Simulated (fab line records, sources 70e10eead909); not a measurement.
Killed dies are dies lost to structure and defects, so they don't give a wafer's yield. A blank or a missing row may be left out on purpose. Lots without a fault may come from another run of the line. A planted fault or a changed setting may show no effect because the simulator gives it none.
A struck lot beside a sound one | flow nand_harc | 14 steps out of a route of 1302
Sound: wafers L356.1, L356.2, L356.3. Struck: wafers L366.4, L366.5, L366.6. The cause comes at the end.
At each step with rows: each side's tool, then ch and its chambers, then its first start. Under that, the readings that differ: sound wafers | struck wafers | difference of the means | sigmas: that difference in standard deviations of wafers without a fault.
alike: readings whose means differ by less than 2 such deviations, and words and numbers that are the same on both sides. not compared: withheld readings, readings that some wafer has no value for, bounds like >300 that may hide the same value, and numbers for which the record gives no deviation and whose values overlap.
The two part at a step that has a row with sigmas, a row that says differs or no value, or rows on one side only. Numbers that don't overlap but have no deviation are shown without sigmas and don't part them. A reading that every wafer of one side lacks parts them only if that side has two wafers or more.

NHARC_A_ONON_D2_THK_MEAS_30: measures by ellipsometry.
  sound on film_metro-02, day 15 07:20; struck on film_metro-02, day 19 12:17
  alike: thk_nm
NHARC_A_ONON_D2_DEP_33: deposits SiO2, target thk 200 nm.
  sound on pecvd-01 ch 0,1,2, day 15 07:23; struck on pecvd-04 ch 0,1,2, day 19 12:47
  alike: heater_power_outer_w, heater_power_w, throttle_valve_pct
NHARC_A_ONON_D2_THK_MEAS_34: measures by ellipsometry.
  sound on film_metro-01, day 15 07:48; struck on film_metro-02, day 19 13:05
  alike: thk_nm
NHARC_A_ONON_D2_INSPECT_32:
  sound on defect_inspect-02, day 15 07:52; struck on defect_inspect-01, day 19 13:09
  alike: raw_defect_count
NHARC_A_CHANNEL_HOLE_D2_DEP_00: deposits aC, target thk 3100 nm.
  sound on acl_dep-03 ch 0, day 15 08:16; struck on acl_dep-02 ch 0, day 19 15:48
  alike: throttle_valve_pct
NHARC_A_CHANNEL_HOLE_D2_DEP_01: deposits SiON, target thk 140 nm.
  sound on pecvd-01 ch 0,1,2, day 15 10:14; struck on pecvd-02 ch 0,1,2, day 19 16:51
  alike: heater_power_outer_w, heater_power_w
then, 5 steps without rows for these wafers: NHARC_A_CHANNEL_HOLE_D2_DEHYDRATE_02 (time 120 s); NHARC_A_CHANNEL_HOLE_D2_HMDS_03 (time 30 s); NHARC_A_CHANNEL_HOLE_D2_COAT_36 (time 75 s); NHARC_A_CHANNEL_HOLE_D2_COAT_37 (time 65 s); NHARC_A_CHANNEL_HOLE_D2_COAT_04 (resist thk 90 nm).
NHARC_A_CHANNEL_HOLE_D2_SOFTBAKE_05: time 55 s.
  sound on litho_track-01 ch 0, day 15 10:00; struck on litho_track-04 ch 0, day 19 17:00
  reading                  | sound                | struck               | difference | sigmas
  heater_power_total_W (W) | 188.30 188.44 188.42 | 322.84 322.94 322.92 | +134.51    | +99 or more
  alike: chill_plate_temp_C
then, 1 step without rows for these wafers: NHARC_A_CHANNEL_HOLE_D2_EBR_06.
-- the record jumps here: 12 days lie between the struck wafers' starts before and after (it left off in module A_CHANNEL_HOLE_D2 and takes up again in module END, whose first step shown is number 1302 of the route) --
NHARC_END_SORT_01:
  sound on prober-02 ch 0, day 26 19:05; struck on prober-01 ch 0, day 31 10:46
  reading         | sound    | struck   | difference | sigmas
  killed_at_array | 73 85 69 | 37 27 31 | -44        | -2
  killed_dies     | 78 97 75 | 41 32 37 | -47        | -2
  alike: killed_at_other, killed_at_periphery, killed_open, killed_short

WHERE THEY PART
First at NHARC_A_CHANNEL_HOLE_D2_SOFTBAKE_05; last, within this record, at NHARC_END_SORT_01.

WHY: what the simulator had put in
Process parameter drift: litho_track-04, from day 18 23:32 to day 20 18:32, at NHARC_A_CHANNEL_HOLE_D2_SOFTBAKE_05. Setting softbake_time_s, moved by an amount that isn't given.
